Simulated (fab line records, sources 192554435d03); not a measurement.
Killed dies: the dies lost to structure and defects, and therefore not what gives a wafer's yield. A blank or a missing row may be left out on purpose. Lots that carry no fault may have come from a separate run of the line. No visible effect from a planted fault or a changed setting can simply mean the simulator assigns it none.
Which tool is to blame? | flow n5 finfet | 24 lots (72 wafers sampled), 1 step of a 1938-step route

## WHAT THE GAUGES READ, wafer by wafer
N5_BEOL_M14_OVL_MEAS_29. Usual: M14_OVL gives -2 nm (standard deviation 4.2).
lot  | measured     | on         | M14_OVL (nm) | flag
L075 | day 11 12:44 | overlay-02 | 4 4 4        |
L076 | day 11 18:38 | overlay-02 | -4 1 -8      |
L074 | day 11 21:46 | overlay-02 | -2 -4 -7     |
L077 | day 12 04:18 | overlay-02 | 0 6 2        |
L079 | day 13 05:25 | overlay-02 | 0 -8 -9      |
L078 | day 13 05:28 | overlay-02 | -2 -1 -1     |
L082 | day 13 07:40 | overlay-02 | -12 -11 -3   |
L081 | day 13 11:27 | overlay-02 | -1 4 -3      |
L080 | day 13 12:08 | overlay-02 | -2 -4 -1     |
L083 | day 13 21:13 | overlay-01 | -4 -2 -3     |
L085 | day 14 00:49 | overlay-02 | -7 -3 1      |
L084 | day 14 05:49 | overlay-02 | 0 0 0        |
L086 | day 14 17:49 | overlay-02 | -1 -4 -2     |
L087 | day 14 23:55 | overlay-01 | 2 2 -4       |
L088 | day 15 00:26 | overlay-01 | -4 4 1       |
L089 | day 15 06:31 | overlay-01 | -2 -8 -7     |
L090 | day 15 15:18 | overlay-02 | -4 1 -5      |
L091 | day 15 17:34 | overlay-02 | -2 -6 -7     |
L092 | day 15 20:06 | overlay-02 | -2 -2 -2     |
L095 | day 16 12:26 | overlay-02 | -2 -4 -3     |
L093 | day 16 19:54 | overlay-02 | -2 -6 -2     |
L096 | day 17 01:13 | overlay-01 | 5 6 2        |
L094 | day 17 01:59 | overlay-01 | -1 2 -8      |
L097 | day 17 16:59 | overlay-02 | 2 -3 -5      |

## TOOL THAT RAN EACH LOT (tool first, then ch and the chambers of the sampled wafers, then the start)
The record holds no process step before these readings.

## WHAT THE TOOLS THEMSELVES READ (means of the sampled wafers that have a number; where no wafer has one, the mark that the record gives instead)
The record holds no such reading with a usual standard deviation.

## THE ANSWER, worked out from the rows above alone
Rule: a lot is off if the mean of its wafers that have a number lies more than 3 standard deviations from the usual mean. Also off: a lot with no number at a reading for which 4 or more lots have one. Where the step has rows for the other lots, those lots are counted as sound. Order of review: gauges by route order, followed by the tools' own readings, for which a lot's mean as printed above is used. The first step at which some lot is off is used, and at that step the reading that is off furthest; a lot without a number counts as furthest.
No lot is off at any reading shown: from this, nothing can be told.

## WHAT THE SIMULATOR HAD PUT IN
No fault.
